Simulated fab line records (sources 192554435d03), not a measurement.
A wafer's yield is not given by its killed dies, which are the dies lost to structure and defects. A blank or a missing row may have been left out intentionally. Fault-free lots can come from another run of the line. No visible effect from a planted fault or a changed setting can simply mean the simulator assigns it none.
Split-lot experiment | flow n5_finfet | 21 wafers read from 7 lots, route of 1938 steps

ABOUT THE SPLIT
At N5_BEOL_M11_DESCUM_16 (chemistry O2, time 7.9 s), the setting time_s was moved away from the recipe's 7.9 s on 10 of the 21 wafers read, by -19.6% to +20.7%. For the rest of the wafers, this setting stayed at what the recipe calls for.

No step appears in the file between the split and the reading.

THE READING
CAR-ArF_of_BEOL_M11_COAT_05.thk_nm (the simulator's own value, which no gauge read), in nm, at N5_BEOL_M11_ETCH_61 (etches SiARC in CF4, target depth 39 nm, time 65 s). There is no usual value for it anywhere in the file. The 11 wafers here that ran the recipe average 55.5 nm, standard deviation 0.32 nm.

wafer  | tool, chamber at the split | time_s as run, s | against the recipe | CAR-ArF_of_BEOL_M11_COAT_05.thk_nm, nm | against lot-mates on the recipe
L074.3 | rie_diel-04, 2,3           | 9.363            | +18.5%             | 54.4                                   | -0.6
L074.5 | rie_diel-04, 2             | 7.9              | recipe             | 55                                     | -
L074.6 | rie_diel-04, 2,3           | 9.363            | +18.5%             | 54.6                                   | -0.4
L081.1 | rie_diel-04, 1             | 7.9              | recipe             | 55.6                                   | -
L081.2 | rie_diel-04, 0             | 6.791            | -14.0%             | 56                                     | +0.5
L081.6 | rie_diel-04, 3             | 7.9              | recipe             | 55.4                                   | -
L082.2 | rie_diel-04, 0             | 9.532            | +20.7%             | 54.6                                   | -0.8
L082.3 | rie_diel-04, 3             | 9.532            | +20.7%             | 54.4                                   | -1.0
L082.4 | rie_diel-04, 1             | 7.9              | recipe             | 55.4                                   | -
L089.2 | rie_diel-01, 2,3           | 7.9              | recipe             | 55                                     | -
L089.4 | rie_diel-01, 2             | 7.9              | recipe             | 55.4                                   | -
L089.6 | rie_diel-01, 2,3           | 7.9              | recipe             | 55.2                                   | -
L093.2 | rie_diel-04, 0             | 9.065            | +14.7%             | 54.4                                   | no lot-mate on the recipe
L093.4 | rie_diel-04, 1,3           | 9.065            | +14.7%             | 54.8                                   | no lot-mate on the recipe
L093.6 | rie_diel-04, 1,3           | 9.065            | +14.7%             | 54.8                                   | no lot-mate on the recipe
L092.1 | rie_diel-04, 2             | 7.9              | recipe             | 55.4                                   | -
L092.3 | rie_diel-04, 0             | 6.351            | -19.6%             | 56.6                                   | +1.2
L092.5 | rie_diel-04, 0             | 6.351            | -19.6%             | 56.4                                   | +1.0
L096.1 | rie_diel-04, 1             | 7.9              | recipe             | 55.6                                   | -
L096.5 | rie_diel-04, 3             | 7.9              | recipe             | 56                                     | -
L096.6 | rie_diel-04, 2             | 7.9              | recipe             | 56                                     | -
When a row names more than one chamber, that row covers several wafers, and the file does not tell which wafer ran in which chamber.

THE FIT
A straight line over all 21 wafers: CAR-ArF_of_BEOL_M11_COAT_05.thk_nm changes by -0.0501 nm for each +1% of time_s; r = -0.92; the points scatter about the line by 0.27 nm.
The same after taking each lot's own level away (the mean of its wafers on the recipe; 18 wafers): -0.0428 nm for each +1%; r = -0.95; scatter 0.18 nm.
According to that fit, moving time_s by its largest amount changes the reading by 0.88 nm.
The lots' own levels span 55.00 to 55.87 nm, that is 2.7 times the standard deviation above.
In other words, the slope is changed by the lot-to-lot level; the two fits disagree.
Check: -0.838 nm against its lot-mates is what the line predicts for one of the wafers moved furthest among these (+20.7%) when that wafer is left out of the fit. It came out at -0.8 nm against them.

OTHER SPLITS ON THESE WAFERS
These wafers also went through other splits before the reading. Each is held against what the fit with the lots' levels taken away leaves over:
other split on the same wafers   | wafers away from the commonest value | r with CAR-ArF_of_BEOL_M11_COAT_05.thk_nm (lot level and that fit taken away)
N5_BEOL_M4_ETCH_70 time_s        | 9                                    | -0.23
N5_BEOL_M5_COAT_74 spin_rpm      | 8                                    | -0.25
N5_BEOL_M5_EXPOSE_25 dose_mj     | 2                                    | +0.06
N5_BEOL_M7_TRENCH_ETCH_37 bias_w | 8                                    | -0.09
N5_BEOL_M9_PECVD_70 time_s       | 9                                    | +0.04
N5_BEOL_M10_COAT_05 spin_rpm     | 7                                    | +0.23
N5_BEOL_M10_DESCUM_16 time_s     | 6                                    | -0.07

THE WHOLE CHAIN: every reading that the file lists as answering this split, in the file's order
step                  | what it does                                       | reading                                                                             | change (the file's fit)                | r (the file's)
N5_BEOL_M11_DESCUM_16 | chemistry O2, time 7.9 s                           | CAR-ArF_of_BEOL_M11_COAT_05.thk_nm (the simulator's own value, which no gauge read) | -0.041 nm for each +1% of the setting  | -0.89
N5_BEOL_M11_ETCH_61   | etches SiARC in CF4, target depth 39 nm, time 65 s | CAR-ArF_of_BEOL_M11_COAT_05.thk_nm (the simulator's own value, which no gauge read) | -0.0418 nm for each +1% of the setting | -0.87

FILE'S OWN FIT
CAR-ArF_of_BEOL_M11_COAT_05.thk_nm changes by -0.0418 nm for each +1% of time_s, r = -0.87.
